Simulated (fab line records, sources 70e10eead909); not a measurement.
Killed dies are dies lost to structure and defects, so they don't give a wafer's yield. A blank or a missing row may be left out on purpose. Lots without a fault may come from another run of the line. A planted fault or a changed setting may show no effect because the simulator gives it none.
One fault seen from 3 desks | flow nand_harc | each desk has only its own numbers; what lay behind them comes last

THE METROLOGY DESK
What the gauges read, lot by lot, whatever tool the lot ran on: means of the sampled wafers that have a number. A lot is out of limits, marked OUT, if its mean lies more than 4 standard deviations from the usual mean; the brackets give that distance.
Columns: A = cd_nm at NHARC_P_CONTACT_CD_MEAS_12, usual 90.1 nm; B = overlay_x_nm at NHARC_P_CONTACT_OVL_MEAS_13, usual 0.2 nm; C = overlay_y_nm at NHARC_P_CONTACT_OVL_MEAS_13, usual -0.2 nm
lot  | first seen here | A    | B    | C
L748 | day 7 13:59     | 90.5 | 0.8  | 0.3
L750 | day 8 02:29     | 89.5 | -0.3 | 0.1
L752 | day 8 21:14     | 90.7 | -0.2 | -0.4
L754 | day 9 06:22     | 91.4 | -0.9 | -0.0
L755 | day 9 06:44     | 91.8 | 0.6  | 0.9
L757 | day 9 19:28     | 91.2 | -0.2 | 0.6
L762 | day 11 03:50    | 90.3 | 1.0  | -1.7
This desk's finding: nothing out of limits on any of the 7 lots.

THE TOOL OWNER'S DESK: arfi_scanner-02
The tool's own readings at NHARC_P_CONTACT_EXPOSE_09 (exposes mask P CA, target cd 90 nm): means of the sampled wafers that have a number, for each lot that ran on this tool. A lot is out of limits, marked OUT, if its mean lies more than 4 standard deviations from the usual mean; the brackets give that distance.
Columns: A = exposure_dose_mJ_cm2 at NHARC_P_CONTACT_EXPOSE_09, usual 81.21
lot  | first seen here | A
L750 | day 8 02:21     | 81.29
L754 | day 9 06:14     | 82.88 (+21) OUT
L755 | day 9 06:36     | 82.58 (+17) OUT
L757 | day 9 19:20     | 82.30 (+13) OUT
This desk's finding: out of limits on L754, L755, L757; first on L754, day 9 06:14 (exposure_dose_mJ_cm2 at NHARC_P_CONTACT_EXPOSE_09). In limits: L750.

THE DEFECT DESK
What the inspections along the route counted, lot by lot: means of the sampled wafers that have a number. A lot is out of limits, marked OUT, if its mean lies more than 4 standard deviations from the usual mean; the brackets give that distance.
Columns: A = raw_defect_count at NHARC_P_CONTACT_INSPECT_14, usual 4.0
lot  | first seen here | A
L748 | day 7 14:07     | 3.3
L750 | day 8 02:37     | 4.0
L752 | day 8 21:22     | 2.0
L754 | day 9 06:30     | 3.7
L755 | day 9 06:52     | 5.0
L757 | day 9 19:36     | 5.0
L762 | day 11 03:58    | 3.3
This desk's finding: nothing out of limits on any of the 7 lots.

PUT TOGETHER
The tool owner's desk could have raised an alarm at day 9 06:14, on L754, L755, L757.
The metrology desk saw nothing out of limits.
The defect desk saw nothing out of limits.
The metrology desk has L754, L755, L757 on record, within its limits.
The defect desk has L754, L755, L757 on record, within its limits.
Of the lots named, all ran NHARC_P_CONTACT_EXPOSE_09 on arfi_scanner-02.

WHAT THE SIMULATOR HAD PUT IN
Process parameter drift: arfi_scanner-02, from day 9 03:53 on, at NHARC_P_CONTACT_EXPOSE_09. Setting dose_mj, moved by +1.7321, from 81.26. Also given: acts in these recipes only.
Lots struck among those shown: L754, L755, L757.
Hours from the fault's start to each desk's first reading out of limits: the tool owner's desk, 2.
